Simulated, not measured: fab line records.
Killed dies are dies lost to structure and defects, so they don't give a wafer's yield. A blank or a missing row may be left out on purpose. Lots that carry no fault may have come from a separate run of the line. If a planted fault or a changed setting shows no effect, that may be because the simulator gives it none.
fab line records | flow n5-finfet
record: lots: 4 | wafers: 12 | last-day: 18
route steps=1938 shown BEOL_M0@742 BEOL_M1@751 BEOL_M4@1111 PASSIVATION@1936
lots untouched by any fault: they come from a run of this same line in which no faults occurred
start-h: hours from the record's opening day to when the first of the lot's shown wafers began | wait-h: hours elapsed since this lot's preceding step | " identical to the entry in the row above | L1.1+2: a row that stands for several wafers | - no value, or no start given | * or withheld: withheld | < > ~ a bound
route shown NAME@n: a module of which the file shows steps, and the number in the route of the first | usual: the fault-free wafers' mean and standard deviation | same: alike in all rows | chamber/n: place in a boat | sites: the reading at each site | _std_site: the values' standard deviation | _edge_site: inner sites' mean taken away from outer sites' mean | radius-mm: for every site, how far away it sits from the centre of the wafer | mask NAME#n: copy n | behind: the last tool/chamber to shape the wafer | hold: what put the lot on hold/how long, in hours/how the hold closed | device: transistor that didn't switch, given as n, p or np | end of line: tests run on the same wafers once the route is complete | for a step that has no rows: nothing shown but its recipe | killed: dies that structure and defects cost at the first sort, which is not the same as the wafer's yield | map: a wafer's dies, x killed, . not, _ none there
set.NAME: the setting the step ran with; set.NAME@STEP: the setting that earlier step ran with | model.NAME: the simulator's own value behind a step, which no gauge read
lots at some steps of the route; a table a step, a row a wafer
services: from which hour (start-h, from the record's first day; less than 0 if before it) a tool's chamber was out of use, for how many hours, and why
== steps ==
step: N5_BEOL_M0_ANNEAL_119
recipe: temp-c: 225 | time-s: 90 | ambient: N2
step: N5_BEOL_M0_CMP_120
recipe: stop-on: SiOC | t-overpolish-s: 6.9 | down-force-psi: 1 | platen-rpm: 50 | clearing-platen-down-force-psi: 1.5 | clearing-platen-rpm: 50 | post-cmp-clean: cu-alkaline | clearing-platen-pad-velocity-m-s: 0.99484 | pad-velocity-m-s: 0.99484
step: N5_BEOL_M0_PRE_CLEAN_131
recipe: gas: NH3/H2 | time-s: 15 | temp-c: * | rf-power-w: 300
step: N5_BEOL_M0_CO_CAP_123
recipe: material: Co | target-thk-a: 20 | temp-c: 200 | precursor: CCTBA/H2 | pressure-torr: 30 | time-s: 102.1
step: N5_BEOL_M0_PRE_CLEAN_124
recipe: gas: NH3 | time-s: 15 | temp-c: withheld | rf-power-w: 300
step: N5_BEOL_M0_DEP_125
recipe: material: SiCN | target-thk-a: 80 | temp-c: withheld | precursor: 3MS/NH3 | pressure-torr: 3 | rf-w: 202 | time-s: 14
step: N5_BEOL_M1_ILD_DEP_00
recipe: material: SiOC | target-thk-a: 790 | temp-c: 350 | precursor: DEMS/O2 | pressure-torr: 5 | rf-w: 500 | time-s: 15.3
step: N5_BEOL_M1_PECVD_72
recipe: material: SiO2 | target-thk-a: 160 | temp-c: 400 | precursor: TEOS/O2 | pressure-torr: 5.5 | rf-w: 450 | teos-flow-sccm: 53.8 | gas: O2 | flow-sccm: 3000 | time-s: 18
step: N5_BEOL_M1_HM_DEP_02
recipe: material: TiN | target-thk-a: 200 | temp-c: 25 | chamber-pressure-pa: 0.49996
usual: susceptor-temp-C: 24.99/0.1 | throttle-valve-pct: 30.3/1.3
lot.wafer | tool           | chamber | start-h | wait-h | susceptor-temp-C | throttle-valve-pct | model.TiN_of_BEOL_M1_HM_DEP_02.thk-nm
L756.2    | pvd-sputter-02 | -       | 184.38  | 3.5    | 25.00            | 27.6               | 19.8
L756.4    | "              | -       | "       | "      | 24.90            | 30.0               | 19.8
L756.5    | "              | -       | "       | "      | 24.86            | 31.6               | 20
L765.1    | pvd-sputter-02 | -       | 236.92  | 0.6    | 25.10            | 31.4               | 27.8
L765.3    | "              | -       | "       | "      | 25.05            | 27.9               | 20
L765.5    | "              | -       | "       | "      | 25.07            | 28.2               | 20
L767.2    | pvd-sputter-02 | -       | 243.47  | 3.0    | 25.12            | 31.1               | 20
L767.5    | "              | -       | "       | "      | 24.94            | 31.4               | 20
L767.6    | "              | -       | "       | "      | 25.03            | 30.1               | 27.4
L769.2    | pvd-sputter-01 | -       | 263.65  | 0.8    | 25.07            | 29.4               | 19.6
L769.3    | "              | -       | "       | "      | 25.04            | 31.4               | 19.8
L769.6    | "              | -       | "       | "      | 25.03            | 28.9               | 19.6
step: N5_BEOL_M1_COAT_61
recipe: resist: SOC | temp-c: 250 | time-s: 60 | spin-rpm: 1500 | resist-thk-nm: 60
step: N5_BEOL_M1_COAT_62
recipe: resist: SiARC | temp-c: 220 | time-s: 60 | spin-rpm: 1500 | resist-thk-nm: 12
step: N5_BEOL_M1_COAT_73
recipe: resist: underlayer | temp-c: 205 | time-s: 60 | spin-rpm: 1500 | resist-thk-nm: 5
step: N5_BEOL_M1_COAT_05
recipe: resist: CAR-EUV | spin-rpm: 1500 | resist-thk-nm: 30
step: N5_BEOL_M1_EBR_07
recipe: solvent: PGMEA | ebr-width-mm: 1.5
step: N5_BEOL_M1_SOFTBAKE_06
recipe: temp-c: 110 | time-s: 60 | resist: CAR-EUV
step: N5_BEOL_M1_EXPOSE_08
recipe: mask-id: M1 | na: 0.33 | source-shape: dipole | sigma-inner: 0.369 | sigma-outer: 0.767 | polarization: unpolarized | dose-mj: 33
step: N5_BEOL_M1_PEB_09
recipe: peb-temp-c: 100 | peb-time-s: 60 | resist: CAR-EUV
step: N5_BEOL_M1_DEVELOP_10
recipe: develop-time-s: 30 | developer: TMAH | resist: CAR-EUV | rinse-liquid: surfactant-rinse | dry: air-spin | dev-temp-c: 23
step: N5_BEOL_M1_DESCUM_16
recipe: chemistry: O2 | time-s: 7 | source-power-w: 50 | bias-power-w: 20 | pressure-mtorr: 20 | rf-frequency-hz: 2.712e+07 | temp-c: 40 | resist: CAR-EUV | o2-flow-sccm: 225
step: N5_BEOL_M1_ETCH_74
recipe: chemistry: N2/H2 | target: underlayer | target-depth-a: 65 | mask-material: CAR-EUV | time-s: 5.2 | ion-energy-ev: 200 | pressure-mtorr: 30 | source-w: 840 | bias-w: 150 | n2-flow-sccm: 200 | h2-flow-sccm: 200 | ends: cleared
step: N5_BEOL_M1_ETCH_63
recipe: chemistry: CF4 | target: SiARC | target-depth-a: 156 | mask-material: CAR-EUV | time-s: 26 | ion-energy-ev: 80 | pressure-mtorr: 40 | source-w: 545 | bias-w: 36 | Ar_flow_sccm: 100 | cf4-flow-sccm: 100 | ends: cleared
step: N5_BEOL_M1_ETCH_64
recipe: chemistry: N2/H2 | target: SOC | target-depth-a: 750 | overetch-a: 150 | mask-material: SiARC | temp-c: 40 | time-s: 112.5 | ion-energy-ev: 200 | pressure-mtorr: 30 | source-w: 840 | bias-w: 150 | n2-flow-sccm: 200 | h2-flow-sccm: 200
step: N5_BEOL_M1_STRIP_65
recipe: chemistry: N2/H2 | temp-c: 40 | n2-flow-sccm: 200 | h2-flow-sccm: 200 | rf-frequency-hz: 6e+07
step: N5_BEOL_M1_STRIP_75
recipe: chemistry: N2/H2 | temp-c: 40 | n2-flow-sccm: 200 | h2-flow-sccm: 200 | rf-frequency-hz: 6e+07
step: N5_BEOL_M1_STRIP_66
recipe: chemistry: CF4 | resist: SiARC | power-w: 300 | bias-power-w: 75 | pressure-mtorr: 50 | cf4-flow-sccm: 150 | rf-frequency-hz: 6e+07
step: N5_BEOL_M1_HM_OPEN_17
recipe: chemistry: Cl2/BCl3 | target-depth-a: 200 | overetch-a: 60 | target: TiN | mask-material: SOC | ion-energy-ev: 150 | pressure-mtorr: 10 | icp-w: 1000 | bias-w: 126 | Cl2_flow_sccm: 53.25 | bcl3-flow-sccm: 21.75 | Ar_flow_sccm: 25
usual: bias-w: 126.0/0.38 | drypump-motor-current-A: 5.8/0.42 | oes-product-au: 0.75/0.049 | rf-fwd-power-W: 993/3.7 | throttle-valve-pct: 22.18/0.21
lot.wafer | tool         | chamber | start-h | wait-h | bias-w | drypump-motor-current-A | oes-product-au | rf-fwd-power-W | rf-hours-counter-h | throttle-valve-pct | model.etch.depth-nm
L756.2    | rie-metal-02 | 1       | 185.29  | 0.0    | 126.3  | 6.2                     | 0.75           | 998            | 7                  | 22.48              | 19.79
L756.4    | "            | 0       | "       | "      | 125.9  | 6.0                     | 0.74           | 992            | -                  | 22.27              | 19.78
L756.5    | "            | 0       | "       | "      | 125.8  | 6.0                     | 0.75           | 996            | -                  | 22.30              | 20.02
L765.1    | rie-metal-03 | 0       | 237.81  | 0.0    | 126.0  | 5.5                     | 0.86           | 998            | 14                 | 21.66              | 25.72
L765.3    | "            | 0       | "       | "      | 126.7  | 5.4                     | 0.74           | 996            | -                  | 21.85              | 19.96
L765.5    | "            | 1       | "       | "      | 125.8  | 4.9                     | 0.74           | 994            | -                  | 22.10              | 19.93
L767.2    | rie-metal-02 | 0       | 244.26  | 0.1    | 125.7  | 6.1                     | 0.74           | 998            | -                  | 22.30              | 20.08
L767.5    | "            | 0       | "       | "      | 125.8  | 6.1                     | 0.73           | 991            | -                  | 22.30              | 19.95
L767.6    | "            | 0       | "       | "      | 125.8  | 6.1                     | 0.86           | 995            | -                  | 22.09              | 26.01
L769.2    | rie-metal-02 | 1       | 264.41  | 0.0    | 125.4  | 6.2                     | 0.73           | 994            | 12                 | 22.50              | 19.65
L769.3    | "            | 1       | "       | "      | 125.8  | 6.2                     | 0.73           | 995            | -                  | 22.48              | 19.9
L769.6    | "            | 0       | "       | "      | 125.3  | 6.1                     | 0.71           | 990            | -                  | 22.32              | 19.55
step: N5_BEOL_M1_STRIP_19
recipe: chemistry: O2 | power-w: 400 | temp-c: 40 | pressure-mtorr: 30 | rf-frequency-hz: 6e+07 | bias-power-w: 0 | overash-fraction: 0.2 | o2-flow-sccm: 225
step: N5_BEOL_M1_COAT_67
recipe: resist: SOC | temp-c: 250 | time-s: 60 | spin-rpm: 1500 | resist-thk-nm: 60
step: N5_BEOL_M1_COAT_68
recipe: resist: SiARC | temp-c: 220 | time-s: 60 | spin-rpm: 1500 | resist-thk-nm: 12
step: N5_BEOL_M1_COAT_76
recipe: resist: underlayer | temp-c: 205 | time-s: 60 | spin-rpm: 1500 | resist-thk-nm: 5
step: N5_BEOL_M1_COAT_22
recipe: resist: CAR-EUV | spin-rpm: 1500 | resist-thk-nm: 30
step: N5_BEOL_M1_EBR_24
recipe: solvent: PGMEA | ebr-width-mm: 1.5
step: N5_BEOL_M1_SOFTBAKE_23
recipe: temp-c: 110 | time-s: 60 | resist: CAR-EUV
step: N5_BEOL_M1_EXPOSE_25
recipe: mask-id: V0 | na: 0.33 | source-shape: quasar | sigma-inner: 0.2 | sigma-outer: 0.8 | polarization: unpolarized | defocus-nm: 5 | target-cd-nm: 24 | dose-mj: 63
step: N5_BEOL_M1_TRENCH_ETCH_37
recipe: chemistry: C4F6/O2 | target-depth-a: 552.07 | target: SiOC | time-s: 29 | ion-energy-ev: 250 | pressure-mtorr: 30 | source-w: 355 | bias-w: 185 | Ar_flow_sccm: 300 | C4F6_flow_sccm: 10 | O2_flow_sccm: 10
usual: bias-w: 185.0/0.54 | drypump-motor-current-A: 5.7/0.52 | oes-product-au: 0.78/0.091 | rf-fwd-power-W: 350.4/1.5 | rf-vpp-V: 669/10 | showerhead-plenum-p-Torr: 2.89/0.11 | throttle-valve-pct: 20.86/0.24
lot.wafer | tool        | chamber | start-h | wait-h | bias-w | drypump-motor-current-A | oes-product-au | rf-fwd-power-W | rf-hours-counter-h | rf-vpp-V | showerhead-plenum-p-Torr | throttle-valve-pct | model.TiN_of_BEOL_M1_HM_DEP_02.thk-nm
L756.2    | rie-diel-02 | 1       | -       | -      | 185.1  | 5.7                     | 0.99           | 352.4          | 5                  | 667      | 3.00                     | 20.90              | 17.4
L756.4    | "           | 0       | "       | "      | 185.4  | 5.2                     | 0.73           | 350.1          | 162                | 655      | 2.94                     | 21.14              | 17.6
L756.5    | "           | 2       | "       | "      | 183.4  | 5.0                     | 0.94           | 351.4          | -                  | 689      | 3.05                     | 20.65              | 17.6
L765.1    | rie-diel-06 | 1       | -       | -      | 184.3  | 6.6                     | 0.84           | 350.4          | 56                 | 669      | 2.99                     | 20.48              | 25.4
L765.3    | "           | 2       | "       | "      | 185.5  | 5.9                     | 0.94           | 349.0          | 5                  | 653      | 2.78                     | 20.69              | 17.6
L765.5    | "           | 2       | "       | "      | 184.4  | 5.9                     | 0.94           | 349.5          | -                  | 652      | 2.78                     | 20.68              | 17.6
L767.2    | rie-diel-06 | 0       | -       | -      | 185.0  | 5.1                     | 0.73           | 350.5          | 181                | 663      | 2.71                     | 20.89              | 17.8
L767.5    | "           | 3       | "       | "      | 184.8  | 6.5                     | 0.72           | 352.9          | -                  | 682      | 2.93                     | 20.67              | 17.6
L767.6    | "           | 0       | "       | "      | 186.0  | 5.1                     | 0.73           | 351.2          | -                  | 664      | 2.71                     | 20.89              | 25
L769.2    | rie-diel-02 | 0       | -       | -      | 185.1  | 5.2                     | 0.71           | 350.8          | 182                | 657      | 2.93                     | 21.20              | 17.4
L769.3    | "           | 3       | "       | "      | 185.3  | 5.5                     | 0.72           | 348.4          | 176                | 664      | 2.94                     | 21.07              | 17.6
L769.6    | "           | 1       | "       | "      | 185.1  | 5.7                     | 0.94           | 352.6          | -                  | 668      | 2.99                     | 20.94              | 17.2
step: N5_BEOL_M1_OCD_MEAS_38
usual: trench-depth-nm: 55.1/0.98
lot.wafer | tool   | chamber | start-h | wait-h | trench-depth-nm
L756.2    | ocd-01 | -       | 203.46  | -      | 56.7
L756.4    | "      | -       | "       | "      | 54.4
L756.5    | "      | -       | "       | "      | 56.5
L765.1    | ocd-01 | -       | 243.32  | -      | 37.6
L765.3    | "      | -       | "       | "      | 56.5
L765.5    | "      | -       | "       | "      | 56.2
L767.2    | ocd-01 | -       | 263.48  | -      | 55.4
L767.5    | "      | -       | "       | "      | 53.9
L767.6    | "      | -       | "       | "      | 48.9
L769.2    | ocd-01 | -       | 268.58  | -      | 53.8
L769.3    | "      | -       | "       | "      | 55.0
L769.6    | "      | -       | "       | "      | 56.9
step: N5_BEOL_M4_RC_MEAS_101
usual: DIBL_N: 36.2/1.7 | DIBL_P: 36.2/2.2 | IOFF_N: 0.16/0.035 | IOFF_P: 0.21/0.042 | ION_N: 673/13 | ION_P: 462/7.9 | SS_N: 71.4/0.59 | SS_P: 73.2/0.7 | VT_N: 250/3.6 | VT_P: -251/3.5
lot.wafer | tool      | chamber | start-h | wait-h | DIBL_N[mV/V] | DIBL_P[mV/V] | IOFF_N[nA/um] | IOFF_P[nA/um] | ION_N[uA/um] | ION_P[uA/um] | SS_N[mV/dec] | SS_P[mV/dec] | VT_N[mV] | VT_P[mV]
L756.2    | prober-01 | 0       | 237.76  | 0.2    | 40.1         | 40.2         | 0.23          | 0.26          | 680          | 464          | 72.5         | 73.4         | 244      | -252
L756.4    | "         | 0       | "       | "      | 33.8         | 33.7         | 0.12          | 0.17          | 653          | 449          | 70.6         | 72.2         | 256      | -253
L756.5    | "         | 0       | "       | "      | 38.5         | 39.5         | 0.21          | 0.26          | 688          | 465          | 71.7         | 73.7         | 247      | -251
L765.1    | prober-01 | 0       | 287.80  | 0.0    | 37.7         | 35.8         | 0.18          | 0.20          | 674          | 459          | 70.9         | 72.5         | 249      | -249
L765.3    | "         | 0       | "       | "      | 38.4         | 36.5         | 0.17          | 0.21          | 670          | 454          | 71.9         | 73.7         | 251      | -252
L765.5    | "         | 0       | "       | "      | 36.7         | 34.2         | 0.15          | 0.18          | 659          | 451          | 71.3         | 73.1         | 253      | -251
L767.2    | prober-01 | 0       | 302.35  | 0.2    | 37.6         | 36.4         | 0.15          | 0.23          | 666          | 464          | 71.0         | 72.8         | 252      | -248
L767.5    | "         | 0       | "       | "      | 36.7         | 34.8         | 0.15          | 0.21          | 678          | 466          | 71.3         | 72.7         | 248      | -251
L767.6    | "         | 0       | "       | "      | 36.3         | 34.9         | 0.13          | 0.20          | 673          | 466          | 71.0         | 73.6         | 252      | -249
L769.2    | prober-01 | 0       | 305.94  | 0.2    | 34.3         | 34.9         | 0.13          | 0.15          | 668          | 447          | 70.6         | 72.8         | 256      | -258
L769.3    | "         | 0       | "       | "      | 37.6         | 38.2         | 0.20          | 0.19          | 685          | 456          | 72.2         | 74.1         | 248      | -254
L769.6    | "         | 0       | "       | "      | 36.9         | 38.7         | 0.19          | 0.20          | 686          | 454          | 72.1         | 73.7         | 247      | -256
step: N5_PASSIVATION_PROBE_49
usual: defect-limited-yield: 91.4/1.4 | killed_at_M0_to_M3: 31/10 | killed_at_M4_up: 14/5.6 | killed-at-contacts: 13/6.3 | killed-at-front-end: 39/10 | killed-at-other: 4/3.1 | killed-dies: 101/16 | killed-open: 65/13 | killed-short: 34/7.2 | sort_bin_5_function: 5.1/0.88 | sort_bin_6_memory: 3.2/0.66 | sort-n-pass: 1079/16 | sort-yield-pct: 91.4/1.4
same: gross-dies: 1180 | killed-at-back-side: 0 | sort_bin_4_leakage[%]: 0 | sort_bin_8_speed[%]: 0
lot.wafer | tool      | chamber | start-h | wait-h | defect-limited-yield[%] | killed_at_M0_to_M3 | killed_at_M4_up | killed-at-contacts | killed-at-front-end | killed-at-other | killed-dies | killed-open | killed-short | sort_bin_5_function[%] | sort_bin_6_memory[%] | sort-n-pass | sort-yield-pct[%]
L765.1    | prober-01 | -       | 388.30  | 0.0    | 60.8                    | 388                | 18              | 11                 | 45                  | 1               | 463         | 67          | 39           | 34.5                   | 4.4                  | 717         | 60.8
L767.6    | prober-02 | -       | 405.42  | 0.3    | 85.3                    | 105                | 16              | 10                 | 41                  | 2               | 174         | 52          | 38           | 10.7                   | 3.2                  | 1006        | 85.3
killed by level:class
L765.1 BEOL_M1:area-open=356 STI_FIN_REVEAL:geometric-particle:open=16 MOL_CONTACT_COAG:geometric-particle:open=9 BEOL_M3:geometric-particle:open=7 BEOL_M3:geometric-particle:short=7 BEOL_M4:geometric-particle:open=7 BEOL_M0_SAQP:geometric-particle:short=5 FIN_SAQP:geometric-particle:short=4
L767.6 BEOL_M1:area-open=78 BEOL_M4:geometric-particle:open=8 GATE_CUT:geometric-particle:short=7 MOL_CONTACT_COAG:geometric-particle:open=7 BEOL_M1:geometric-particle:open=7 FIN_SAQP:geometric-particle:short=6 FIN_SAQP:geometric-particle:open=6 BEOL_M2:geometric-particle:open=6
map L765.1 (x killed, . not)
_________________...........x________________
______________............xx...._____________
___________.........x.......xx.....__________
__________.........................._________
________....x.......x..x..x..........._______
_______xx...x...x.................x....______
______..x.....x...x.x.....xxx.xxx..x...._____
_____...........x..........x..xxxxxxx....____
____..........xx.....x..x...xxx.x.xx......___
___.....x......x.x.xx...xxxxxxxxxxxxx.....x__
___...x.x.xx...xx..xx.xxxxxxxxxxx.xx.......__
__........x...x.xxxxxxxx.xxxxxxxxxxxxxx....._
__......x......xxxxxxxxxxx.xxxxxx.xxxxx....._
_..........x...xxxxxxxxxxxxxxxxxxxxxxx.x.....
_x....x.xx...x.xxxxxxxxxxxxxxxxx.xx.xx.x.....
_x......x.x....x.xxxxxxxxxxxxxxxxxx.x.xx.x...
_.............x.x.xxxxxxxxxxxxx.xxxxx.xx.....
_..x..........xxxxxxxxxxxxxxxxxxxxxx.xx......
_.x.............xxxxxxxxxxxxxxxxxxxxxxx......
_.x....x..x..x.x.xxxxxxxxxxxxxxxxxxxx........
_...x....x......xxxxxxxxxxxxxxxxxxx..........
__.......x...xxxxxxxxxxxxxxxxxxxxx.xx......._
__x.........xx.xxxxxxxxxxx..xxxxxx.x........_
___x.....xx..xxxxxxxxxxxxxxxxxxx.x.........__
___..........xxxxxxx.xxxxxxxxxxxx..........__
____........x.x..xxxxxxx.xx.xxx.x.........___
_____.........x.xxxx.x.xxxxxx......x.....____
______.........x.x...xx..xxx......x....._____
_______.......x...x......x..x..........______
________..........x...x.x............._______
__________..x..........x.x.........x_________
___________........................__________
______________.................._____________
_________________........xx..________________
map L767.6 (x killed, . not)
_________________....xx......________________
______________.....x............_____________
___________.x....x...x.........x..x__________
__________......xx............xx..x._________
________..x..x.........x..........x..._______
_______.x......x......x.......x........______
______.............x....x...x........xx._____
_____.........x.............xxx..xx.....x____
____.............x......x.......xx...x.x..___
___............x............x...xx.x.x.....__
___............................x...x...x...__
__..x...............xx.....x.x......x.x..x.._
__.......x...x.......x.......x.x..........xx_
_.............x......x.......x............xx.
_.............x........xx...x.............x..
_...x...........x......x...............x.xxxx
_..........x.....xx..x.............x......x..
_...................x..x..........x.....x...x
_..............x..........................xxx
_x.......x.......x.........................xx
_...x............x............x......x......x
__..x..................xx....xxx...x.......x_
__...x.x...x...........................x...._
___..........x...........x..x.x..........x.__
___.x...................x..........xx..x.x.__
____.......x.......xx........x.........x..___
_____........x..........xx.....x.....x.x.____
______........x......x..x.x............._____
_______.....x...x..............x...x..x______
________..............x.x......xxx..x._______
__________..xx..........x......x.xx._________
___________......x..........x.x..xx__________
______________...x.....x.......x_____________
_________________xx......x.xx________________
== services ==
tool         | chamber | start-h | hours | kind
rie-diel-02  | 1       | 171.41  | -     | clean
rie-diel-02  | 1       | 171.41  | -     | consumable-replace:focus-ring
rie-diel-02  | 1       | 171.41  | -     | consumable-replace:showerhead
rie-diel-02  | 1       | 171.41  | 14.4  | scheduled-down
rie-diel-02  | 1       | 171.41  | 14.4  | vent-cycle
rie-metal-03 | -       | 186.42  | 2.8   | pm
rie-diel-06  | 2       | 207.73  | -     | clean
rie-diel-06  | 2       | 207.73  | -     | consumable-replace:focus-ring
rie-diel-06  | 2       | 207.73  | 13.7  | scheduled-down
rie-diel-06  | 2       | 207.73  | 13.7  | vent-cycle
rie-diel-02  | 2       | 209.65  | 5.9   | repair
rie-diel-06  | -       | 213.63  | 0.3   | repair
rie-metal-02 | 1       | 238.10  | 16.0  | repair
== key ==
first-sign: step: N5_BEOL_M1_OCD_MEAS_38 | reading: trench-depth-nm | direction: down | sigmas: 12 | usual: 55.1 | struck: 43.2
effect: step: N5_PASSIVATION_PROBE_49 | reading: killed_at_M0_to_M3 | direction: up | sigmas: 21 | usual: 31 | struck: 246
model-effect: step: N5_BEOL_M1_HM_DEP_02 | value: TiN_of_BEOL_M1_HM_DEP_02.thk-nm | without: 20 | struck: 27.6
model-effect: step: N5_BEOL_M1_HM_OPEN_17 | value: etch.depth-nm | without: 19.99 | struck: 25.87
model-effect: step: N5_BEOL_M1_TRENCH_ETCH_37 | value: TiN_of_BEOL_M1_HM_DEP_02.thk-nm | without: 17.6 | struck: 25.2
more-kills-born-at: N5_BEOL_M1_HM_OPEN_17@rie-metal-03: 356 | N5_BEOL_M1_HM_OPEN_17@rie-metal-02: 78
met-at N5_BEOL_M1_HM_DEP_02
struck-wafers L765.1,L767.6
onset-between 184.38 236.92
fault: kind: process-parameter-drift | tool: pvd-sputter-02 | chamber: - | onset-h: 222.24 | steps: N5_BEOL_M1_HM_DEP_02 | channel: target-thk-a | offset: * | shape: step | end-h: 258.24 | scope: struck-wafers-only | acts-in: * | stated: *
